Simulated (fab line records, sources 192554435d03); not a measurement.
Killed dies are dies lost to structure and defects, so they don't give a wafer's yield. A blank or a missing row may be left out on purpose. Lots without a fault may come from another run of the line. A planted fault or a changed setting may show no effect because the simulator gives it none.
Which tool did it? | flow n5_finfet | 10 lots, 30 wafers sampled, at 5 steps of a route of 1938

WHAT THE GAUGES READ, wafer by wafer
N5_BEOL_M2_CD_MEAS_11: target cd 16.79 nm. Usual: cd_nm 16.78 nm, standard deviation 0.23.
lot  | measured     | on        | cd_nm (nm)        | flag
L735 | day 6 21:08  | cd_sem-01 | 16.85 16.88 17.10 |
L734 | day 6 22:21  | cd_sem-02 | 16.32 16.33 16.71 |
L736 | day 7 00:23  | cd_sem-02 | 16.98 17.09 16.80 |
L739 | day 7 17:05  | cd_sem-02 | 17.17 17.14 16.78 |
L740 | day 8 04:04  | cd_sem-03 | 16.97 16.85 16.81 |
L741 | day 8 12:10  | cd_sem-03 | 16.99 16.80 16.85 |
L751 | day 10 14:31 | cd_sem-02 | 17.15 16.45 16.65 |
L754 | day 11 07:20 | cd_sem-03 | 16.40 16.21 16.72 |
L755 | day 11 15:03 | cd_sem-02 | 16.50 16.61 16.84 |
L756 | day 12 18:08 | cd_sem-02 | 17.38 17.06 16.81 |

N5_BEOL_M2_OVL_MEAS_12. Usual: M2_OVL -0.3 nm, standard deviation 0.67.
lot  | measured     | on         | M2_OVL (nm)    | flag
L735 | day 6 21:10  | overlay-01 | 1.0 0.6 1.2    |
L734 | day 6 22:23  | overlay-01 | -0.8 -0.3 -0.4 |
L736 | day 7 00:25  | overlay-02 | 0.2 0.6 0.4    |
L739 | day 7 17:07  | overlay-02 | 0.3 0.0 0.3    |
L740 | day 8 04:07  | overlay-02 | -0.6 0.3 -0.8  |
L741 | day 8 12:11  | overlay-02 | 0.5 0.1 0.2    |
L751 | day 10 14:33 | overlay-01 | -0.6 -0.5 -0.4 |
L754 | day 11 07:22 | overlay-02 | 0.4 -1.3 -0.6  |
L755 | day 11 15:05 | overlay-02 | 0.0 -0.4 -0.2  |
L756 | day 12 18:10 | overlay-02 | -1.5 -1.1 -1.3 |

N5_BEOL_M4_RC_MEAS_101. Usual: DIBL_N 36.5 mV/V, standard deviation 1.7; DIBL_P 36.3 mV/V, standard deviation 2.1; IOFF_N 0.16 nA/um, standard deviation 0.036; IOFF_P 0.21 nA/um, standard deviation 0.037; ION_N 676 uA/um, standard deviation 12; ION_P 462 uA/um, standard deviation 7.6; SS_N 71.5 mV/dec, standard deviation 0.68; SS_P 73.3 mV/dec, standard deviation 0.63; VT_N 249 mV, standard deviation 3.5; VT_P -250 mV, standard deviation 3.5.
lot  | measured     | on        | DIBL_N (mV/V)  | DIBL_P (mV/V)  | IOFF_N (nA/um) | IOFF_P (nA/um) | ION_N (uA/um) | ION_P (uA/um) | SS_N (mV/dec)  | SS_P (mV/dec)  | VT_N (mV)   | VT_P (mV)      | flag
L735 | day 8 16:08  | prober-02 | 37.9 37.5 36.5 | 37.5 37.1 36.5 | 0.20 0.21 0.18 | 0.24 0.24 0.22 | 697 696 685   | 470 476 471   | 71.8 71.3 71.8 | 73.1 73.3 72.8 | 243 242 245 | -249 -247 -247 |
L734 | day 8 08:06  | prober-01 | 36.5 37.3 37.0 | 36.5 37.2 36.9 | 0.18 0.20 0.19 | 0.22 0.23 0.22 | 682 687 685   | 472 463 466   | 71.6 72.3 72.0 | 73.3 73.7 73.5 | 248 247 244 | -248 -250 -248 |
L736 | day 8 10:57  | prober-02 | 36.3 37.3 36.6 | 36.9 38.5 38.4 | 0.16 0.17 0.17 | 0.18 0.19 0.18 | 681 682 675   | 452 452 453   | 71.1 71.8 71.8 | 73.4 72.8 74.1 | 250 253 250 | -253 -255 -256 |
L739 | day 9 09:56  | prober-02 | 39.0 38.7 37.0 | 38.2 38.2 35.9 | 0.21 0.20 0.17 | 0.26 0.27 0.22 | 685 683 674   | 469 470 462   | 71.9 72.0 70.7 | 74.1 73.8 73.3 | 248 243 250 | -247 -246 -247 |
L740 | day 9 14:08  | prober-02 | 37.0 35.8 35.7 | 35.0 32.9 33.9 | 0.14 0.12 0.13 | 0.20 0.17 0.19 | 672 664 659   | 461 459 460   | 71.3 71.0 70.6 | 72.7 72.8 72.7 | 253 257 252 | -249 -251 -251 |
L741 | day 10 03:45 | prober-01 | 32.8 34.0 37.2 | 33.4 34.9 39.0 | 0.11 0.12 0.18 | 0.17 0.19 0.26 | 650 660 685   | 461 457 469   | 70.6 70.8 71.6 | 72.6 72.3 73.8 | 258 252 248 | -251 -252 -244 |
L751 | day 11 16:50 | prober-01 | 37.6 35.3 39.6 | 38.6 35.9 40.3 | 0.18 0.13 0.23 | 0.22 0.19 0.25 | 681 667 682   | 467 459 463   | 72.4 71.0 72.1 | 73.6 73.3 74.1 | 248 253 244 | -250 -251 -247 |
L754 | day 13 01:03 | prober-02 | 37.4 36.9 37.0 | 38.3 37.2 37.3 | 0.16 0.16 0.16 | 0.22 0.21 0.21 | 676 682 667   | 461 461 463   | 71.4 70.6 71.3 | 74.0 73.2 72.6 | 251 250 250 | -249 -251 -248 |
L755 | day 13 05:24 | prober-01 | 35.0 35.4 38.7 | 34.1 34.3 38.4 | 0.12 0.12 0.18 | 0.17 0.17 0.23 | 665 669 678   | 457 455 464   | 71.3 71.1 72.1 | 72.2 72.6 74.3 | 252 252 247 | -251 -255 -248 |
L756 | day 13 22:52 | prober-02 | 38.3 36.6 35.1 | 38.7 36.7 35.0 | 0.19 0.14 0.14 | 0.25 0.23 0.20 | 673 654 668   | 469 459 462   | 72.7 71.7 71.7 | 73.5 73.3 73.1 | 246 253 250 | -248 -248 -249 |

WHICH TOOL RAN EACH LOT (tool, then ch and the chambers of the sampled wafers, then the start)
lot  | N5_BEOL_M2_HM_DEP_02         | N5_BEOL_M2_COAT_62
L735 | pvd_sputter-03, day 6 20:44  | litho_track-04 ch 0, day 6 20:52
L734 | pvd_sputter-03, day 6 21:50  | litho_track-05 ch 0, day 6 21:58
L736 | pvd_sputter-01, day 6 23:59  | litho_track-03 ch 0, day 7 00:07
L739 | pvd_sputter-02, day 7 16:34  | litho_track-03 ch 0, day 7 16:41
L740 | pvd_sputter-01, day 8 03:33  | litho_track-03 ch 0, day 8 03:41
L741 | pvd_sputter-03, day 8 11:45  | litho_track-03 ch 0, day 8 11:53
L751 | pvd_sputter-02, day 10 14:07 | litho_track-05 ch 0, day 10 14:15
L754 | pvd_sputter-01, day 11 06:56 | litho_track-03 ch 0, day 11 07:04
L755 | pvd_sputter-02, day 11 14:40 | litho_track-04 ch 0, day 11 14:47
L756 | pvd_sputter-03, day 12 17:37 | litho_track-03 ch 0, day 12 17:45
- N5_BEOL_M2_HM_DEP_02: deposits TiN, target thk 20 nm.
- N5_BEOL_M2_COAT_62: time 60 s, resist thk 12 nm.

WHAT THE TOOLS THEMSELVES READ (means of the sampled wafers that have a number; where no wafer has one, the mark that the record gives instead)
N5_BEOL_M2_HM_DEP_02. Usual: chamber_pressure_pa 0.5001 Pa, standard deviation 0.0011; throttle_valve_pct 30.1 %, standard deviation 0.62.
lot  | tool           | chamber_pressure_pa (Pa) | throttle_valve_pct (%) | flag
L735 | pvd_sputter-03 | 0.4999                   | 29.7                   |
L734 | pvd_sputter-03 | 0.5006                   | 30.5                   |
L736 | pvd_sputter-01 | 0.5002                   | 30.3                   |
L739 | pvd_sputter-02 | 0.4990                   | 29.8                   |
L740 | pvd_sputter-01 | 0.5001                   | 30.7                   |
L741 | pvd_sputter-03 | 0.4995                   | 30.7                   |
L751 | pvd_sputter-02 | 0.5007                   | 30.3                   |
L754 | pvd_sputter-01 | 0.4998                   | 30.4                   |
L755 | pvd_sputter-02 | 0.5000                   | 30.4                   |
L756 | pvd_sputter-03 | 0.5000                   | 29.8                   |

N5_BEOL_M2_COAT_62. Usual: chill_plate_temp_C 22.98 C, standard deviation 0.11; resist_line_temp_C 23.00 C, standard deviation 0.095; spin_speed_rpm 1500.1 rpm, standard deviation 0.78.
lot  | tool           | chill_plate_temp_C (C) | resist_line_temp_C (C) | spin_speed_rpm (rpm) | flag
L735 | litho_track-04 | 22.96                  | 23.03                  | 1500.4               |
L734 | litho_track-05 | 23.16                  | 23.06                  | 1500.6               |
L736 | litho_track-03 | 23.00                  | 22.93                  | 1499.7               |
L739 | litho_track-03 | 23.03                  | 23.05                  | 1500.2               |
L740 | litho_track-03 | 23.02                  | 22.85                  | 1571.0               | OFF
L741 | litho_track-03 | 22.99                  | 23.00                  | 1571.5               | OFF
L751 | litho_track-05 | 22.98                  | 23.01                  | 1500.4               |
L754 | litho_track-03 | 22.93                  | 23.07                  | 1500.1               |
L755 | litho_track-04 | 22.85                  | 22.97                  | 1501.0               |
L756 | litho_track-03 | 22.91                  | 22.93                  | 1500.8               |

THE ANSWER, worked out from the rows above alone
Rule: a lot is off if the mean of its wafers that have a number lies more than 3 standard deviations from the usual mean. A lot without any number at a reading at which 4 lots or more have one is off too. The other lots that the step has rows for count as sound. The gauges are gone through in route order, then the tools' own readings, and for those a lot's mean is taken as printed above. The first step at which some lot is off is used, and at that step the reading that is off furthest; a lot without a number counts as furthest.
Off: L740, L741, at N5_BEOL_M2_COAT_62 (spin_speed_rpm).
A tool fits if, at that step or a process step before it, it ran every lot that is off, and no sound lot after the first of them. None of those tried fits.

WHAT THE SIMULATOR HAD PUT IN
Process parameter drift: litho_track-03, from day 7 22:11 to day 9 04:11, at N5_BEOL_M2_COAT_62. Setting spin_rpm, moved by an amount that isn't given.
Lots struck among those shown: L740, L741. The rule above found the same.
